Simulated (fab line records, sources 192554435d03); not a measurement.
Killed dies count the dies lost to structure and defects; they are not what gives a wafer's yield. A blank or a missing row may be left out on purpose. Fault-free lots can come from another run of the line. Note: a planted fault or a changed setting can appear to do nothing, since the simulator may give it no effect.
Matching of chambers || flow n5 finfet || cmp-02 running N5_DUMMY_GATE_CMP_04: 4 sister chambers
The step polishes a-Si. 8 wafers are shown with their chamber, then 12 later ones without.

== WAFERS WITH THEIR CHAMBER ==
{"wafer": "L079.4", "chamber": 3, "motor current A (A)": 10.5, "time to endpoint s (s)": 13.4}
{"wafer": "L079.6", "chamber": 1, "motor current A (A)": 11.6, "time to endpoint s (s)": 16.6}
{"wafer": "L080.1", "chamber": 0, "motor current A (A)": 9.3, "time to endpoint s (s)": 15.7}
{"wafer": "L080.2", "chamber": 2, "motor current A (A)": 8.1, "time to endpoint s (s)": 14.0}
{"wafer": "L080.3", "chamber": 3, "motor current A (A)": 10.7, "time to endpoint s (s)": 13.8}
{"wafer": "L083.1", "chamber": 1, "motor current A (A)": 11.8, "time to endpoint s (s)": 14.3}
{"wafer": "L083.3", "chamber": 2, "motor current A (A)": 7.7, "time to endpoint s (s)": 12.3}
{"wafer": "L083.6", "chamber": 0, "motor current A (A)": 9.3, "time to endpoint s (s)": 14.0}

== WAFERS WHOSE CHAMBER IS MISSING ==
{"wafer": "L084.1", "motor current A (A)": 10.0, "time to endpoint s (s)": 15.6}
{"wafer": "L084.2", "motor current A (A)": 11.7, "time to endpoint s (s)": 13.9}
{"wafer": "L084.5", "motor current A (A)": 10.0, "time to endpoint s (s)": 14.1}
{"wafer": "L087.1", "motor current A (A)": 11.2, "time to endpoint s (s)": 13.4}
{"wafer": "L087.2", "motor current A (A)": 9.2, "time to endpoint s (s)": 19.3}
{"wafer": "L087.3", "motor current A (A)": 8.0, "time to endpoint s (s)": 13.3}
{"wafer": "L088.1", "motor current A (A)": 8.8, "time to endpoint s (s)": 14.4}
{"wafer": "L088.2", "motor current A (A)": 12.3, "time to endpoint s (s)": 16.5}
{"wafer": "L088.3", "motor current A (A)": 10.1, "time to endpoint s (s)": 13.7}
{"wafer": "L090.2", "motor current A (A)": 10.2, "time to endpoint s (s)": 14.6}
{"wafer": "L090.3", "motor current A (A)": 9.1, "time to endpoint s (s)": 19.7}
{"wafer": "L090.5", "motor current A (A)": 7.8, "time to endpoint s (s)": 15.6}

== WHICH CHAMBER EACH ONE RAN IN ==
{"wafer": "L084.1", "from the rows above": "can't be placed: 3 or 0", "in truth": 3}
{"wafer": "L084.2", "from the rows above": 1, "in truth": 1}
{"wafer": "L084.5", "from the rows above": "can't be placed: 3 or 0", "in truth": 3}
{"wafer": "L087.1", "from the rows above": "can't be placed: 1 or 3", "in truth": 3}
{"wafer": "L087.2", "from the rows above": 0, "in truth": 0}
{"wafer": "L087.3", "from the rows above": 2, "in truth": 2}
{"wafer": "L088.1", "from the rows above": 0, "in truth": 0}
{"wafer": "L088.2", "from the rows above": 1, "in truth": 1}
{"wafer": "L088.3", "from the rows above": "can't be placed: 3 or 0", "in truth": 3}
{"wafer": "L090.2", "from the rows above": 3, "in truth": 3}
{"wafer": "L090.3", "from the rows above": 0, "in truth": 0}
{"wafer": "L090.5", "from the rows above": 2, "in truth": 2}
8 of 12 placed correctly. Unplaceable from these rows: 4, with the true chamber sitting among the candidates in 4. Number placed wrongly: 0.
How it was worked out, from the rows above alone: a wafer's distance from a chamber is the root of the sum, over the readings, of the square of ((its reading less the chamber's mean) divided by the reading's scatter). The wafer belongs to the nearest chamber; if the next one is less than 2 further off, it can't be placed. For every chamber, the mean is computed from those of its wafers that are shown. The scatter: take each reading less its chamber's mean, square it, sum over the shown wafers, divide by the number of wafers less the number of chambers, and take the root.
